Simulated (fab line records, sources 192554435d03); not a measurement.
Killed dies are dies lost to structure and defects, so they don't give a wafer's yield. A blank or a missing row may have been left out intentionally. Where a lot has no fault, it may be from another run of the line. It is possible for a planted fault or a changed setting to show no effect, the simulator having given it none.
8D (eight disciplines) problem report, filled in by code | flow n5 finfet | the parts of the form that need people (team, actions taken, sign-off) are left out

== 1. PROBLEM STATEMENT ==
At N5_BEOL_M2_OCD_MEAS_38, trench depth nm averages 52.0 nm over 3 wafers from 3 lots, while fault-free wafers read 55.5 nm, standard deviation 0.8. That puts it -4.3 standard deviations away from the usual mean.
Earliest sighting: wafer L727.6 on ocd-01 at day 10 13:21. The record holds 25 wafers of 9 lots with a number at this step. By rule, "out" or "out of limits" means more than 4 standard deviations away from the usual mean. All remaining wafers that have a number are taken as sound.

== 2. WHAT IT IS AND WHAT IT IS NOT ==
question                    | is                     | is not
which readings at this step | trench depth nm        | -
which lots                  | L727, L729, L731       | L713, L716, L720, L724, L725, L735
which wafers of those lots  | L727.6, L729.6, L731.2 | L727.1, L727.3, L729.1, L731.1
read on which gauges        | ocd-01                 | ocd-02
when                        | from day 10 13:21      | up to then (17 sound wafers); but 5 sound wafers of L729, L731, L735 came after

== 3. THE SUSPECTS, EACH WITH WHAT RULES IT OUT ==
Counting: if a tool at a process step up to the reading ran every lot that is out, it stays a suspect. Sound lots after the first of them don't rule it out here, since some wafers of a struck lot are sound.
- the gauge at N5_BEOL_M2_OCD_MEAS_38 has been ruled out. All the wafers that are out were read on ocd-01, but those of them that N5_BEOL_M2_TRENCH_ETCH_37 has rows for are out there too, on other tools.
- rie diel-01 at N5_BEOL_M2_TRENCH_ETCH_37 (etches SiOC in C4F6/O2, target depth 55.555 nm, time 29.2 s): kept. Every lot that is out went through it, the first being L727 (day 10 13:12); the last sound lot it ran before that was L725 (day 10 01:53). Out on those wafers are its own readings of run length s.
- rie diel-01 at N5_BEOL_M2_ETCH_41 (etches SiCN in CH3F/O2, target depth 29.9 nm, time 52.5 s): kept. Every lot that is out went through it, the first being L727 (day 10 13:21); the last sound lot it ran before that was L725 (day 10 02:02). With no start given for some of its lots, N5_BEOL_M2_ETCH_41 uses the hours and lot order of N5_BEOL_M2_OCD_MEAS_38.
What counting leaves: rie diel-01 at N5_BEOL_M2_TRENCH_ETCH_37 and rie diel-01 at N5_BEOL_M2_ETCH_41.

== 4. THE CAUSE (what the simulator had put in) ==
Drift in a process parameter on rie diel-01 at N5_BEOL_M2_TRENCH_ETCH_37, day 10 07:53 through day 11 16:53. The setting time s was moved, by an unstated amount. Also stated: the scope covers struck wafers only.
2 suspects survive the count, and this tool is in that group.

== 5. THE CHAIN OF EFFECTS, in route order ==
Each row: a reading whose mean over the struck wafers that have a number lies more than 3 standard deviations from the usual. Scope: only readings with a usual standard deviation given in the record; hours: median across lots of the time from each lot's start at the first step in this table that gives one to its start at this step; sigmas: change in usual standard deviations.
hours | step                      | reading         | usual   | on struck wafers | change | sigmas
0     | N5_BEOL_M2_TRENCH_ETCH_37 | run length s    | 52.5 s  | 50.0             | -2.5   | -5.0
0     | N5_BEOL_M2_OCD_MEAS_38    | trench depth nm | 55.5 nm | 52.0             | -3.5   | -4.3
Here are the process steps it includes:
- N5_BEOL_M2_TRENCH_ETCH_37: etches SiOC in C4F6/O2, target depth 55.555 nm, time 29.2 s.
Later measuring or inspecting steps at which every struck wafer that the step has a row for has a number for every such reading, and none has moved that far: N5_BEOL_M2_CD_MEAS_35, N5_BEOL_M4_RC_MEAS_101.

== 6. WHAT WOULD HAVE CAUGHT IT SOONER ==
The first out-of-limits reading at a measuring or inspecting step in this record came at day 10 13:21, 5 hours after the fault's start at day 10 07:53.
At N5_BEOL_M2_TRENCH_ETCH_37, the tool's own readings (run length s) were out on each struck wafer the step has a row for, so an alarm limit on them would have fired on the first such wafer.
Among the 3 lots that are out, L729, L731 began N5_BEOL_M2_TRENCH_ETCH_37 on rie diel-01 after day 10 13:21. A hold on the tool at that time would have spared those 2.
